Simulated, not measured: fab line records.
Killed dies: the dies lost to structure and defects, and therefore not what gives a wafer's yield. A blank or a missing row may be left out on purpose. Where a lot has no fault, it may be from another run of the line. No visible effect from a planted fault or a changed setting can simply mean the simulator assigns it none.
Split-lot study	flow n5 finfet	route with 1938 steps; 7 lots, 39 wafers read

ON THE SPLIT
At N5_MIM_TOP_ETCH_PECVD_03 (deposits SiNx from SiH4/NH3/N2, target thk 20 nm, time 17.6 s), the setting time s was moved away from the recipe's 17.6 s on 18 of the 39 wafers read, by -45.5% to +36.5%. The other wafers ran this setting at the recipe's value.

The reading is taken at the split's own step.

THE READING
SiNx_of_MIM_TOP_ETCH_PECVD_03.thk nm (the simulator's own value, which no gauge read), in nm, at N5_MIM_TOP_ETCH_PECVD_03 (deposits SiNx from SiH4/NH3/N2, target thk 20 nm, time 17.6 s). There is no usual value for it anywhere in the file. Across the 21 wafers here that went through the recipe, the average is 20.0 nm and the standard deviation 0.25 nm.

wafer	tool, chamber at the split	time s as run, s	against the recipe	SiNx_of_MIM_TOP_ETCH_PECVD_03.thk nm, nm	against lot-mates on the recipe
L075.1	pecvd-01, 1	9.625	-45.3%	10.6	-9.5
L075.2	pecvd-01, 2	17.6	recipe	19.8	-
L075.3	pecvd-01, 0,1	17.6	recipe	20.2	-
L075.4	pecvd-01, 0,1	17.6	recipe	20.2	-
L075.5	pecvd-01, 2	9.625	-45.3%	10.8	-9.3
L075.6	pecvd-01, 0	9.625	-45.3%	11.2	-8.9
L080.1	pecvd-01, 2	17.6	recipe	19.4	-
L080.2	pecvd-01, 0	24.03	+36.5%	27	+7.2
L080.3	pecvd-01, 1	24.03	+36.5%	26.8	+7.0
L080.4	pecvd-01, 0,2	17.6	recipe	20	-
L080.5	pecvd-01, 0,2	17.6	recipe	20	-
L080.6	pecvd-01, 1	24.03	+36.5%	27.4	+7.6
L079.1	pecvd-02, 0,1	17.6	recipe	20.2	-
L079.3	pecvd-02, 0,1	17.6	recipe	20.2	-
L079.6	pecvd-02, 2	17.6	recipe	20.4	-
L083.1	pecvd-02, 1	21.4	+21.6%	24	+4.0
L083.2	pecvd-02, 0	17.6	recipe	20	-
L083.3	pecvd-02, 2	17.6	recipe	19.8	-
L083.4	pecvd-02, 2	17.6	recipe	20.2	-
L083.5	pecvd-02, 0	21.4	+21.6%	24.2	+4.2
L083.6	pecvd-02, 1	21.4	+21.6%	24.6	+4.6
L084.1	pecvd-03, 1	17.6	recipe	19.8	-
L084.2	pecvd-03, 0	12.66	-28.1%	14.2	-5.6
L084.3	pecvd-03, 2	17.6	recipe	19.6	-
L084.4	pecvd-03, 0	17.6	recipe	20	-
L084.5	pecvd-03, 2	12.66	-28.1%	14.4	-5.4
L084.6	pecvd-03, 1	12.66	-28.1%	14.6	-5.2
L092.1	pecvd-02, 2,0	17.6	recipe	19.8	-
L092.3	pecvd-02, 2,0	17.6	recipe	19.8	-
L092.2	pecvd-02, 1	17.6	recipe	20	-
L092.4	pecvd-02, 1,0,2	9.59	-45.5%	11	-8.9
L092.5	pecvd-02, 1,0,2	9.59	-45.5%	11	-8.9
L092.6	pecvd-02, 1,0,2	9.59	-45.5%	11	-8.9
L093.1	pecvd-01, 1	21.71	+23.4%	24.4	+4.2
L093.2	pecvd-01, 2	17.6	recipe	20	-
L093.3	pecvd-01, 0	21.71	+23.4%	24.6	+4.4
L093.4	pecvd-01, 1	21.71	+23.4%	24.8	+4.6
L093.5	pecvd-01, 0	17.6	recipe	20.4	-
L093.6	pecvd-01, 2	17.6	recipe	20.2	-
If several chambers appear in one row, that row covers several wafers at once and the file leaves open which wafer was in which chamber.

FIT RESULTS
A straight line over all 39 wafers: SiNx_of_MIM_TOP_ETCH_PECVD_03.thk nm changes by +0.198 nm for each +1% of time s; r = +1.00; the points scatter about the line by 0.24 nm.
The same after taking each lot's own level away (the mean of its wafers on the recipe; 39 wafers): +0.197 nm for each +1%; r = +1.00; scatter 0.22 nm.
According to that fit, moving time s by its largest amount changes the reading by 9 nm.
Measured against the standard deviation above, the lots' own levels, which go from 19.80 to 20.27 nm, span 1.9 times it.
So the lot-to-lot level changes the slope little: the two slopes agree.
Check: -9 nm against its lot-mates is what the line predicts for one of the wafers moved furthest among these (-45.5%) when that wafer is left out of the fit. It came out at -8.87 nm against them.

FURTHER SPLITS ON THESE WAFERS
These wafers also went through other splits before the reading. Each is held against what the fit with the lots' levels taken away leaves over:
other split on the same wafers	wafers away from the commonest value	r with SiNx_of_MIM_TOP_ETCH_PECVD_03.thk nm (lot level and that fit taken away)
N5_BEOL_M10_PECVD_70 time s	12	+0.23
N5_BEOL_M12_DEP_53 target thk a	15	-0.16
N5_BEOL_M13_ETCH_68 time s	15	-0.14

THE FILE'S OWN FIT
SiNx_of_MIM_TOP_ETCH_PECVD_03.thk nm changes by +0.197 nm for each +1% of time s, r = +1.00.
